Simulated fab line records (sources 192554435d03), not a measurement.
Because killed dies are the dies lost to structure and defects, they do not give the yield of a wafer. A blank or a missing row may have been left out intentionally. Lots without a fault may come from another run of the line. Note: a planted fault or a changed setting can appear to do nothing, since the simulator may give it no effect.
fab line records	flow n5-finfet
[record] lots = 9	wafers = 27	last-day = 20
route steps=1938 shown MOL_CONTACT_COAG@538 BEOL_M4@1111
lots with no fault: from the same line, run without faults
start-h: hours from the record's opening day to when the first of the lot's shown wafers began	wait-h: hours from the lot's prior step to this one	" the same as in the row above	L1.1+2: a single row standing in for several wafers	- no value present, or no start provided	* or withheld: withheld	< > ~ a bound
route shown NAME@n: a module of which the file shows steps, and the number in the route of the first	usual: the fault-free wafers' mean and standard deviation	same: alike in all rows	chamber/n: place in a boat	sites: each site's reading	_std_site: standard deviation across them	_edge_site: the outer-site mean with the inner-site mean subtracted	radius-mm: for every site, how far away it sits from the centre of the wafer	mask NAME#n: copy n	behind: the most recent tool/chamber to have shaped the wafer	hold: what put the lot on hold/how long, in hours/how the hold closed	device: transistor that didn't switch, given as n, p or np	end of line: the route-end tests of the same wafers	a step without rows: its recipe alone	killed: count of dies lost to structure and defects at first sort (not the wafer's yield)	map: per-die view of a wafer (x killed, . not killed, _ where there is no die)
set.NAME: setting as actually run; set.NAME@STEP: the setting as run at that earlier step	model.NAME: the simulator's own value behind a step, which no gauge read
a sample of lots followed through the steps of the route, with each step as a table and each wafer as a row
services: a tool's chamber out of use, with start hour (start-h, from the record's first day; less than 0 if before it), hours out, and reason
[[steps]]
[step N5_MOL_CONTACT_COAG_ETCH_110]
[recipe] chemistry = CF4/O2	target = Si	target-depth-a = 25	time-s = 8	pressure-mtorr = 100	source-w = 200	bias-w = 12	ion-energy-ev = 60	Ar_flow_sccm = 100	cf4-flow-sccm = 100	O2_flow_sccm = 10
[usual] drypump-motor-current-A = 5.8/0.49	oes_o_777_au = 0.80/0.074	oes-product-au = 0.80/0.082	rf-vpp-V = 127.7/1.7	showerhead-plenum-p-Torr = 2.23/0.047	throttle-valve-pct = 10.79/0.23
lot.wafer	tool	chamber	start-h	wait-h	drypump-motor-current-A	oes_o_777_au	oes-product-au	rf-hours-counter-h	rf-vpp-V	showerhead-plenum-p-Torr	throttle-valve-pct
L850.2	rie-diel-01	0	100.69	0.0	6.5	0.90	0.91	23	129.6	2.18	10.47
L850.3	"	1	"	"	5.6	0.79	0.79	139	126.6	2.23	10.87
L850.6	"	1	"	"	5.6	0.80	0.79	-	126.4	2.23	10.86
L852.2	rie-diel-01	3	106.64	0.0	5.2	0.81	0.80	99	125.6	2.24	10.89
L852.5	"	1	"	"	5.7	0.80	0.78	-	126.2	2.23	10.88
L852.6	"	0	"	"	6.5	0.89	0.89	-	129.5	2.18	10.48
L853.1	rie-diel-05	2	112.02	0.0	6.0	0.76	0.74	181	127.5	2.29	11.07
L853.4	"	3	"	"	6.0	0.84	0.84	71	126.0	2.16	10.78
L853.6	"	3	"	"	5.9	0.84	0.84	-	127.1	2.16	10.79
L862.1	rie-diel-04	3	166.32	0.0	5.5	0.91	0.93	15	127.9	2.28	10.47
L862.4	"	1	"	"	6.3	0.67	0.67	-	127.4	2.19	11.10
L862.6	"	2	"	"	5.5	0.72	0.71	-	127.6	2.22	11.03
L865.2	rie-diel-04	3	183.00	0.1	5.5	0.90	0.93	21	129.5	2.28	10.49
L865.3	"	2	"	"	5.6	0.71	0.71	-	125.4	2.22	11.07
L865.6	"	3	"	"	5.5	0.89	0.92	-	129.4	2.28	10.48
L866.1	rie-diel-04	0	203.10	0.0	6.2	0.92	0.92	6	129.5	2.27	10.40
L866.3	"	2	"	"	5.5	0.71	0.70	191	128.1	2.21	11.10
L866.6	"	3	"	"	5.5	0.88	0.91	-	129.2	2.28	10.50
L868.3	rie-diel-04	2	210.72	0.0	5.5	0.70	0.69	192	128.0	2.21	11.11
L868.4	"	0	"	"	6.2	0.90	0.91	-	129.1	2.27	10.37
L868.5	"	3	"	"	5.5	0.88	0.89	-	128.1	2.27	10.53
L870.4	rie-diel-04	1	222.26	0.0	6.2	0.94	0.96	-	128.1	2.18	10.36
L870.5	"	3	"	"	5.5	0.85	0.90	-	130.1	2.27	10.54
L870.6	"	2	"	"	5.6	0.70	0.70	-	127.1	2.21	11.10
L871.2	rie-diel-05	1	231.33	0.0	6.6	0.77	0.76	155	125.5	2.22	10.70
L871.3	"	0	"	"	5.7	0.78	0.80	91	128.5	2.34	10.78
L871.6	"	1	"	"	6.6	0.77	0.76	-	125.3	2.22	10.70
[step N5_MOL_CONTACT_COAG_CD_MEAS_99]
[recipe] target-cd-nm = 17.2	polarity = opening
[usual] cd-nm = 17.18/0.3
lot.wafer	tool	chamber	start-h	wait-h	cd-nm
L850.2	cd-sem-01	-	100.81	-	16.94
L850.3	"	-	"	"	17.00
L850.6	"	-	"	"	16.49
L852.2	cd-sem-03	-	106.76	-	17.43
L852.5	"	-	"	"	17.38
L852.6	"	-	"	"	17.07
L853.1	cd-sem-02	-	112.14	-	17.39
L853.4	"	-	"	"	17.46
L853.6	"	-	"	"	17.37
L862.1	cd-sem-01	-	166.43	-	17.10
L862.4	"	-	"	"	17.09
L862.6	"	-	"	"	16.93
L865.2	cd-sem-01	-	183.16	-	17.06
L865.3	"	-	"	"	17.08
L865.6	"	-	"	"	16.97
L866.1	cd-sem-01	-	203.22	-	17.23
L866.3	"	-	"	"	16.89
L866.6	"	-	"	"	17.57
L868.3	cd-sem-02	-	210.84	-	16.94
L868.4	"	-	"	"	17.53
L868.5	"	-	"	"	16.97
L870.4	cd-sem-03	-	222.36	-	17.10
L870.5	"	-	"	"	17.04
L870.6	"	-	"	"	16.81
L871.2	cd-sem-01	-	231.45	-	17.26
L871.3	"	-	"	"	16.95
L871.6	"	-	"	"	17.38
[step N5_MOL_CONTACT_COAG_TI_SIL_19]
[recipe] material = Ti	target-thk-a = 42	temp-c = 200	chamber-pressure-pa = 5	power-w = 5000	time-s = 15
[usual] throttle-valve-pct = 30.1/1.2
lot.wafer	tool	chamber	start-h	wait-h	throttle-valve-pct
L850.2	pvd-sputter-02	-	101.27	0.1	30.3
L850.3	"	-	"	"	30.4
L850.6	"	-	"	"	31.1
L852.2	pvd-sputter-01	-	107.21	0.1	28.2
L852.5	"	-	"	"	30.9
L852.6	"	-	"	"	28.8
L853.1	pvd-sputter-01	-	114.28	1.8	28.7
L853.4	"	-	"	"	30.4
L853.6	"	-	"	"	28.3
L862.1	pvd-sputter-02	-	166.94	0.2	30.2
L862.4	"	-	"	"	30.4
L862.6	"	-	"	"	31.2
L865.2	pvd-sputter-02	-	184.67	0.2	30.3
L865.3	"	-	"	"	30.2
L865.6	"	-	"	"	28.5
L866.1	pvd-sputter-03	-	204.41	0.7	29.2
L866.3	"	-	"	"	29.4
L866.6	"	-	"	"	28.9
L868.3	pvd-sputter-02	-	211.38	0.2	30.2
L868.4	"	-	"	"	30.3
L868.5	"	-	"	"	30.6
L870.4	pvd-sputter-03	-	223.99	0.2	31.0
L870.5	"	-	"	"	29.1
L870.6	"	-	"	"	31.0
L871.2	pvd-sputter-03	-	231.92	0.2	29.2
L871.3	"	-	"	"	31.4
L871.6	"	-	"	"	32.0
[step N5_MOL_CONTACT_COAG_CMP_23]
[recipe] stop-on = SiO2	t-overpolish-s = 1.5	post-cmp-clean = cu-alkaline	down-force-psi = 2	platen-rpm = 50.289	pad-velocity-m-s = 1.0006	target-thk-nm = 0
[usual] head-pressure-psi = 2.000/0.0039	motor-current-A = 7.7/0.89	overpolish-run-s = 1.500/0.0089	retaining-ring-pressure-frac = 0.999/0.0048	time-to-endpoint-s = 9.8/1.9
[same] t-overpolish-s = 1.5
lot.wafer	tool	chamber	start-h	wait-h	head-pressure-psi	motor-current-A	overpolish-run-s	retaining-ring-pressure-frac	time-to-endpoint-s
L850.3	cmp-02	1	104.05	0.0	1.996	9.0	1.495	1.005	9.2
L850.2	"	3	"	"	1.990	6.8	1.503	0.999	8.8
L850.6	"	1	"	"	1.997	9.0	1.505	1.005	10.1
L852.2	cmp-01	0	111.22	0.1	1.997	6.5	1.501	1.008	11.0
L852.6	"	1	"	"	2.006	8.7	1.501	1.002	11.1
L852.5	"	2	"	"	2.002	7.1	1.500	1.002	8.9
L853.1	cmp-01	2	118.79	0.1	2.003	7.6	1.483	0.991	9.2
L853.4	"	3	"	"	2.000	6.0	1.515	1.002	13.3
L853.6	"	0	"	"	1.995	6.5	1.496	1.000	15.5
L862.4	cmp-01	2	174.89	0.0	1.997	7.6	1.498	0.997	9.2
L862.1	"	1	"	"	1.703	8.0	1.494	0.994	14.1
L862.6	"	2	"	"	2.000	7.4	1.487	1.001	9.7
L865.3	cmp-04	3	192.43	0.1	2.002	8.5	1.513	1.009	9.0
L865.2	"	1	"	"	2.005	6.8	1.488	0.999	9.5
L865.6	"	3	"	"	2.001	8.4	1.499	0.997	7.7
L866.1	cmp-04	0	210.92	0.0	1.994	8.8	1.483	1.000	9.2
L866.3	"	2	"	"	2.005	8.3	1.502	1.003	8.2
L866.6	"	1	"	"	1.997	7.0	1.503	1.005	7.2
L868.3	cmp-04	1	218.42	0.0	2.000	7.2	1.507	0.996	10.2
L868.4	"	3	"	"	1.999	8.0	1.503	0.987	9.9
L868.5	"	2	"	"	2.002	8.2	1.493	0.998	7.7
L870.4	cmp-04	2	228.55	0.1	2.001	8.1	1.496	1.001	8.3
L870.6	"	1	"	"	1.999	6.7	1.499	0.997	12.0
L870.5	"	2	"	"	1.995	8.4	1.499	0.997	9.6
L871.2	cmp-02	2	236.11	0.2	1.997	8.1	1.504	1.003	8.8
L871.3	"	3	"	"	2.005	7.6	1.480	0.998	10.4
L871.6	"	1	"	"	2.001	9.0	1.495	0.998	11.1
[step N5_BEOL_M4_RC_MEAS_101]
[usual] DIBL_N = 36.6/1.3	DIBL_P = 36.4/1.4	IOFF_N = 0.167/0.023	IOFF_P = 0.219/0.029	ION_N = 678/8.7	ION_P = 464/6.4	SS_N = 71.5/0.53	SS_P = 73.4/0.57	VT_N = 248.5/2.8	VT_P = -249/3.1
lot.wafer	tool	chamber	start-h	wait-h	DIBL_N[mV/V]	DIBL_P[mV/V]	IOFF_N[nA/um]	IOFF_P[nA/um]	ION_N[uA/um]	ION_P[uA/um]	SS_N[mV/dec]	SS_P[mV/dec]	VT_N[mV]	VT_P[mV]
L852.2	prober-02	0	193.25	0.2	35.6	34.5	0.152	0.219	676	470	71.3	73.5	247.8	-246
L852.5	"	0	"	"	37.3	36.0	0.181	0.244	685	472	71.9	73.3	246.9	-247
L852.6	"	0	"	"	36.9	36.0	0.180	0.244	679	468	71.7	73.9	249.0	-245
L850.2	prober-01	0	198.35	0.2	39.7	38.0	0.211	0.267	692	469	72.4	74.2	244.7	-246
L850.3	"	0	"	"	37.9	35.7	0.180	0.226	686	469	71.0	73.1	245.5	-248
L850.6	"	0	"	"	37.8	35.3	0.174	0.220	674	463	71.6	72.9	247.3	-249
L853.1	prober-02	0	202.92	0.0	37.2	36.1	0.166	0.233	688	471	71.8	73.2	247.2	-245
L853.4	"	0	"	"	37.2	35.8	0.158	0.233	691	470	71.2	73.9	246.0	-245
L853.6	"	0	"	"	39.4	38.8	0.219	0.279	702	477	71.9	74.0	242.7	-246
L862.1	prober-01	0	305.05	0.0	35.5	37.1	0.165	0.201	674	460	71.6	74.1	248.2	-253
L862.4	"	0	"	"	36.0	38.0	0.177	0.215	673	457	71.8	74.1	249.4	-253
L862.6	"	0	"	"	36.7	38.3	0.189	0.210	670	455	72.2	74.1	247.0	-251
L865.2	prober-01	0	317.16	0.2	36.7	35.2	0.151	0.167	675	448	72.3	73.0	250.5	-255
L865.3	"	0	"	"	36.8	37.2	0.157	0.193	674	460	71.7	73.3	248.2	-254
L865.6	"	0	"	"	35.3	35.2	0.133	0.169	665	453	71.6	72.5	251.8	-252
L868.3	prober-01	0	330.29	0.3	36.4	36.8	0.165	0.212	667	458	71.5	73.0	246.2	-250
L868.4	"	0	"	"	37.5	38.0	0.173	0.237	670	463	71.5	73.5	247.3	-248
L868.5	"	0	"	"	37.3	37.8	0.172	0.228	668	461	71.3	73.2	247.1	-251
L866.1	prober-02	0	334.87	0.0	35.9	35.8	0.145	0.185	671	463	70.8	72.9	248.9	-254
L866.3	"	0	"	"	37.9	39.4	0.187	0.237	676	460	71.9	74.0	245.3	-249
L866.6	"	0	"	"	36.3	36.2	0.144	0.190	673	460	71.6	73.7	253.4	-252
L870.4	prober-01	0	351.61	0.5	37.1	39.1	0.171	0.247	674	463	72.1	73.3	249.8	-248
L870.5	"	0	"	"	37.7	38.4	0.176	0.233	675	465	72.4	73.7	250.0	-248
L870.6	"	0	"	"	36.9	38.3	0.168	0.222	678	466	71.7	73.8	252.3	-251
L871.2	prober-01	0	358.47	0.2	38.3	39.0	0.231	0.281	704	477	71.8	74.7	242.5	-245
L871.3	"	0	"	"	37.2	36.4	0.193	0.235	689	468	71.3	74.4	245.3	-249
L871.6	"	0	"	"	37.2	36.5	0.188	0.234	690	468	71.6	73.3	245.2	-250
[[services]]
tool	chamber	start-h	hours	kind
cmp-02	-	84.72	3.1	pm
pvd-sputter-02	-	89.24	1.1	repair
pvd-sputter-03	-	90.37	24.8	repair
rie-diel-04	3	101.78	-	clean
rie-diel-04	3	101.78	-	consumable-replace:focus-ring
rie-diel-04	3	101.78	28.4	scheduled-down
rie-diel-04	3	101.78	28.4	vent-cycle
cmp-02	-	113.89	4.0	pm
cmp-04	-	113.89	0.6	repair
rie-diel-04	-	119.54	2.3	repair
cmp-04	-	131.11	6.7	pm
rie-diel-05	-	132.88	14.6	pm
cmp-01	-	141.80	2.4	repair
rie-diel-04	0	160.67	-	clean
rie-diel-04	0	160.67	-	consumable-replace:focus-ring
rie-diel-04	0	160.67	25.2	scheduled-down
rie-diel-04	0	160.67	25.2	vent-cycle
rie-diel-05	1	173.90	8.8	repair
rie-diel-04	1	176.16	8.1	repair
rie-diel-01	0	182.28	1.9	repair
cmp-04	-	182.94	5.0	pm
rie-diel-01	2	190.80	1.6	repair
cmp-02	-	192.28	1.1	repair
rie-diel-04	0	214.62	7.9	repair
[[key]]
[first-sign] step = N5_MOL_CONTACT_COAG_CMP_23	reading = head-pressure-psi	direction = down	sigmas = 76	usual = 2.000	struck = 1.703
effect none on later readings
met-at N5_MOL_CONTACT_COAG_CMP_23
struck-lots L862
struck-wafers L862.1
not-acting-at N5_MOL_CONTACT_COAG_ETCH_110,N5_MOL_CONTACT_COAG_CD_MEAS_99,N5_MOL_CONTACT_COAG_TI_SIL_19
onset-between 111.22 174.89
[fault] kind = process-parameter-drift	tool = cmp-01	chamber = 1	onset-h = 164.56	steps = N5_MOL_CONTACT_COAG_CMP_23	channel = down-force-psi	offset = -0.29851	shape = step	end-h = 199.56	acts-in = these-recipes-only	stated = 2
